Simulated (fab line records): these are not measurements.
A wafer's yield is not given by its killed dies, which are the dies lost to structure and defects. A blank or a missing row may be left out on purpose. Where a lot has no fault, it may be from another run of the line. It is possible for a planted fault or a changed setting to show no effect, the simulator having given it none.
Split-lot experiment | flow n5 finfet | 21 wafers read across 7 lots, on a route 1938 steps long

ABOUT THE SPLIT
At N5_BEOL_M4_DESCUM_33 (chemistry O2, time 7 s), the setting time s was moved away from the recipe's 7 s on 7 of the 21 wafers read, by -17.6% to +20.4%. All remaining wafers had this setting at the recipe value.

FROM SPLIT TO READING: 1 step shown by the file between the two
- N5_BEOL_M4_ETCH_77: etches underlayer in N2/H2, target depth 6.5 nm, time 5.2 s

THE READING
CAR-EUV_of_BEOL_M4_COAT_22.thk nm (the simulator's own value, which no gauge read), in nm, at N5_BEOL_M4_ETCH_69 (etches SiARC in CF4, target depth 15.6 nm, time 26 s). No usual value for it is given in the file. Here, 14 wafers ran the recipe; their average is 11.2 nm with a standard deviation of 0.12 nm.

wafer  | tool, chamber at the split | time s as run, s | against the recipe | CAR-EUV_of_BEOL_M4_COAT_22.thk nm, nm | against lot-mates on the recipe
L077.2 | rie diel-05, 3,2           | 7                | recipe             | 11                                    | -
L077.4 | rie diel-05, 3,2           | 7                | recipe             | 11.2                                  | -
L077.6 | rie diel-05, 3             | 5.856            | -16.3%             | 11.6                                  | +0.5
L074.3 | rie diel-01, 1,3,3         | 7                | recipe             | 11                                    | -
L074.4 | rie diel-01, 1,3,3         | 7                | recipe             | 11.2                                  | -
L074.6 | rie diel-01, 1,3,3         | 7                | recipe             | 11.2                                  | -
L079.4 | rie diel-05, 0             | 5.981            | -14.6%             | 11.6                                  | +0.4
L079.6 | rie diel-05, 1             | 5.981            | -14.6%             | 11.6                                  | +0.4
L079.5 | rie diel-05, 2             | 7                | recipe             | 11.2                                  | -
L082.1 | rie diel-03, 2             | 5.77             | -17.6%             | 11.8                                  | +0.5
L082.5 | rie diel-03, 0             | 7                | recipe             | 11.2                                  | -
L082.6 | rie diel-03, 1             | 7                | recipe             | 11.4                                  | -
L085.3 | rie diel-05, 2,3           | 7                | recipe             | 11                                    | -
L085.4 | rie diel-05, 2,3           | 7                | recipe             | 11.2                                  | -
L085.6 | rie diel-05, 2             | 8.428            | +20.4%             | 10.4                                  | -0.7
L087.4 | rie diel-03, 2,0           | 7                | recipe             | 11.2                                  | -
L087.5 | rie diel-03, 2,0           | 7                | recipe             | 11.2                                  | -
L087.6 | rie diel-03, 1             | 7                | recipe             | 11.4                                  | -
L092.1 | rie diel-03, 1,0           | 8.384            | +19.8%             | 10.6                                  | -0.6
L092.4 | rie diel-03, 1,0           | 8.384            | +19.8%             | 10.4                                  | -0.8
L092.5 | rie diel-03, 0             | 7                | recipe             | 11.2                                  | -
Rows listing several chambers each stand for several wafers; the file does not say which wafer went through which chamber.

FIT RESULTS
A straight line over all 21 wafers: CAR-EUV_of_BEOL_M4_COAT_22.thk nm changes by -0.0331 nm for each +1% of time s; r = -0.95; the points scatter about the line by 0.11 nm.
The same after taking each lot's own level away (the mean of its wafers on the recipe; 21 wafers): -0.0321 nm for each +1%; r = -0.97; scatter 0.089 nm.
That fit puts the effect of the largest move of time s on the reading at 0.66 nm.
The lots' own levels span 11.10 to 11.30 nm, that is 1.7 times the standard deviation above.
The two slopes are in agreement: the lot-to-lot level therefore moves the slope only a little.
Check: with one of the wafers moved furthest among these (+20.4%) left out of the fit, the line predicts -0.667 nm for it against its lot-mates. Against them it came out at -0.7 nm.

OTHER SPLITS APPLIED TO THESE WAFERS
Note: prior to the reading, these wafers also went through further splits. Each is held against what the fit with the lots' levels taken away leaves over:
other split on the same wafers | wafers away from the commonest value | r with CAR-EUV_of_BEOL_M4_COAT_22.thk nm (lot level and that fit taken away)
N5_BEOL_M4_EXPOSE_08 dose mj   | 7                                    | -0.14
N5_BEOL_M4_ETCH_64 bias w      | 13                                   | -0.05

THE WHOLE CHAIN: every reading that the file lists as answering this split, in the file's order
step                 | what it does                                                | reading                                                                            | change (the file's fit)                | r (the file's)
N5_BEOL_M4_DESCUM_33 | chemistry O2, time 7 s                                      | CAR-EUV_of_BEOL_M4_COAT_22.thk nm (the simulator's own value, which no gauge read) | -0.0338 nm for each +1% of the setting | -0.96
N5_BEOL_M4_ETCH_77   | etches underlayer in N2/H2, target depth 6.5 nm, time 5.2 s | CAR-EUV_of_BEOL_M4_COAT_22.thk nm (the simulator's own value, which no gauge read) | -0.03 nm for each +1% of the setting   | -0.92
N5_BEOL_M4_ETCH_69   | etches SiARC in CF4, target depth 15.6 nm, time 26 s        | CAR-EUV_of_BEOL_M4_COAT_22.thk nm (the simulator's own value, which no gauge read) | -0.0319 nm for each +1% of the setting | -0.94

THE FILE'S OWN FIT
CAR-EUV_of_BEOL_M4_COAT_22.thk nm changes by -0.0319 nm for each +1% of time s, r = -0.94.
